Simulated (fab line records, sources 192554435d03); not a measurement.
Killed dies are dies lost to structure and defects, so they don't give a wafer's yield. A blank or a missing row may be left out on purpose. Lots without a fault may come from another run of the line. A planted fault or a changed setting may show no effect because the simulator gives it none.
Which tool did it? | flow n5_finfet | 12 lots, 34 wafers sampled, at 5 steps of a route of 1938

WHAT THE GAUGES READ, wafer by wafer
N5_BEOL_M6_THK_MEAS_53: measures by xrf.
lot  | measured     | on            | M6_THK (nm)
L549 | day 9 07:10  | film_metro-02 | 79.6 81.9
L550 | day 9 23:43  | film_metro-01 | 83.4 86.0 81.8
L552 | day 10 00:01 | film_metro-01 | 82.8 78.1 81.9
L555 | day 10 11:38 | film_metro-02 | 80.8 82.5 80.9
L554 | day 10 12:05 | film_metro-02 | 86.3 82.3 81.6
L556 | day 11 06:02 | film_metro-02 | 81.8 80.0 82.1
L560 | day 12 01:38 | film_metro-01 | 78.8 75.4 79.1
L562 | day 12 15:51 | film_metro-02 | 76.8 82.8 81.6
L564 | day 13 00:25 | film_metro-01 | 74.5 77.2
L566 | day 13 05:40 | film_metro-01 | 81.6 83.0 80.0
L570 | day 14 04:01 | film_metro-02 | 80.1 76.5 79.6
L572 | day 14 21:11 | film_metro-01 | 78.5 80.8 78.9

N5_BEOL_M6_INSPECT_58: inspects for defects (darkfield).
lot  | measured     | on                | raw_defect_count
L549 | day 9 07:19  | defect_inspect-01 | 86 57
L550 | day 9 23:53  | defect_inspect-01 | 106 77 111
L552 | day 10 00:12 | defect_inspect-01 | 37 57 82
L555 | day 10 11:55 | defect_inspect-01 | 76 42 84
L554 | day 10 12:14 | defect_inspect-02 | 64 61 53
L556 | day 11 06:12 | defect_inspect-02 | 90 104 83
L560 | day 12 01:47 | defect_inspect-01 | 46 34 45
L562 | day 12 16:00 | defect_inspect-01 | 110 102 109
L564 | day 13 00:34 | defect_inspect-02 | 108 86
L566 | day 13 05:50 | defect_inspect-01 | 50 78 75
L570 | day 14 04:10 | defect_inspect-01 | 65 84 62
L572 | day 14 21:20 | defect_inspect-02 | 77 82 78

N5_BEOL_M7_INSPECT_13: inspects for defects (brightfield).
lot  | measured     | on                | raw_defect_count
L549 | day 9 08:58  | defect_inspect-02 | 389 311
L550 | day 10 07:01 | defect_inspect-02 | 650 583 616
L552 | day 10 07:05 | defect_inspect-02 | 361 309 395
L555 | day 10 15:10 | defect_inspect-01 | 395 337 465
L554 | day 10 15:49 | defect_inspect-01 | 447 269 466
L556 | day 11 08:21 | defect_inspect-02 | 505 463 657
L560 | day 12 04:03 | defect_inspect-02 | 471 438 288
L562 | day 12 17:35 | defect_inspect-02 | 480 547 603
L564 | day 13 03:16 | defect_inspect-02 | 529 456
L566 | day 13 07:25 | defect_inspect-01 | 1113 1110 1055
L570 | day 14 05:43 | defect_inspect-01 | 988 1000 1102
L572 | day 15 00:46 | defect_inspect-01 | 323 284 252

WHICH TOOL RAN EACH LOT (tool, then ch and the chambers of the sampled wafers, then the start)
lot  | N5_BEOL_M6_SURFACE_TREAT_79  | N5_BEOL_M7_PECVD_70
L549 | pvd_sputter-03, day 9 05:41  | pecvd-04 ch 0,2, day 9 07:58
L550 | pvd_sputter-01, day 9 22:26  | pecvd-03 ch 0,1, day 10 00:32
L552 | pvd_sputter-02, day 9 22:58  | pecvd-02 ch 0,1, day 10 00:57
L555 | pvd_sputter-03, day 10 10:28 | pecvd-03 ch 0,2, day 10 12:35
L554 | pvd_sputter-03, day 10 10:31 | pecvd-03 ch 0,1,2, day 10 13:26
L556 | pvd_sputter-02, day 11 04:19 | pecvd-02 ch 0,1,2, day 11 07:14
L560 | pvd_sputter-01, day 11 23:51 | pecvd-03 ch 1, day 12 02:29
L562 | pvd_sputter-02, day 12 14:29 | pecvd-04 ch 0,1,2, day 12 16:52
L564 | pvd_sputter-01, day 12 23:08 | pecvd-03 ch 0,1, day 13 01:15
L566 | pvd_sputter-03, day 13 04:32 | pecvd-02 ch 0,2, day 13 06:29
L570 | pvd_sputter-03, day 14 02:53 | pecvd-02 ch 1,2, day 14 04:49
L572 | pvd_sputter-02, day 14 20:06 | pecvd-03 ch 0,1,2, day 14 21:59
- N5_BEOL_M6_SURFACE_TREAT_79
- N5_BEOL_M7_PECVD_70: deposits SiO2 from TEOS/O2, target thk 20 nm, time 22.7 s.

WHAT THE TOOLS THEMSELVES READ (means of the sampled wafers that have a number; where no wafer has one, the mark that the record gives instead)
N5_BEOL_M7_PECVD_70.
lot  | tool     | heater_power_w (W) | rf_fwd_power_W (W) | showerhead_plenum_p_Torr (Torr) | throttle_valve_pct (%)
L549 | pecvd-04 | 596                | 445.3              | 8.71                            | 23.5
L550 | pecvd-03 | 643                | 446.3              | 8.84                            | 20.8
L552 | pecvd-02 | 758                | 443.4              | 8.78                            | 23.5
L555 | pecvd-03 | 725                | 445.9              | 8.86                            | 21.8
L554 | pecvd-03 | 631                | 445.4              | 8.83                            | 21.3
L556 | pecvd-02 | 645                | 445.8              | 8.73                            | 22.6
L560 | pecvd-03 | 622                | 447.6              | 8.81                            | 20.3
L562 | pecvd-04 | 642                | 445.0              | 8.77                            | 23.2
L564 | pecvd-03 | 667                | 444.8              | 8.84                            | 21.0
L566 | pecvd-02 | 638                | 445.2              | 8.67                            | 22.2
L570 | pecvd-02 | 645                | 447.2              | 8.72                            | 21.8
L572 | pecvd-03 | 668                | 445.9              | 8.83                            | 21.2

THE ANSWER, worked out from the rows above alone
Rule: what is usual is taken from the lots themselves. Put in order of their means at a reading, lots are off if they are a third of the lots or fewer, leave a main group of 4 or more, and stand apart from it by a gap of 3 or more times the standard deviation of the main group's means; of several such gaps the widest counts. A main group whose means are all the same, to the digits that the tables above print for the reading, isn't used. A lot without any number at a reading at which 4 lots or more have one is off too. The other lots that the step has rows for count as sound. The gauges are gone through in route order, then the tools' own readings, and for those a lot's mean is taken as printed above. The first step at which some lot is off is used, and at that step the reading that is off furthest; a lot without a number counts as furthest.
Off: L566, L570, at N5_BEOL_M7_INSPECT_13 (raw_defect_count). The main group: mean 438, standard deviation 1e+02.
A tool fits if, at a process step before that reading, it ran every lot that is off, and no sound lot after the first of them. The gauges at N5_BEOL_M7_INSPECT_13 are tried like those tools. Can't be told from this: 2 tools fit, pvd_sputter-03 at N5_BEOL_M6_SURFACE_TREAT_79, pecvd-02 at N5_BEOL_M7_PECVD_70.

WHAT THE SIMULATOR HAD PUT IN
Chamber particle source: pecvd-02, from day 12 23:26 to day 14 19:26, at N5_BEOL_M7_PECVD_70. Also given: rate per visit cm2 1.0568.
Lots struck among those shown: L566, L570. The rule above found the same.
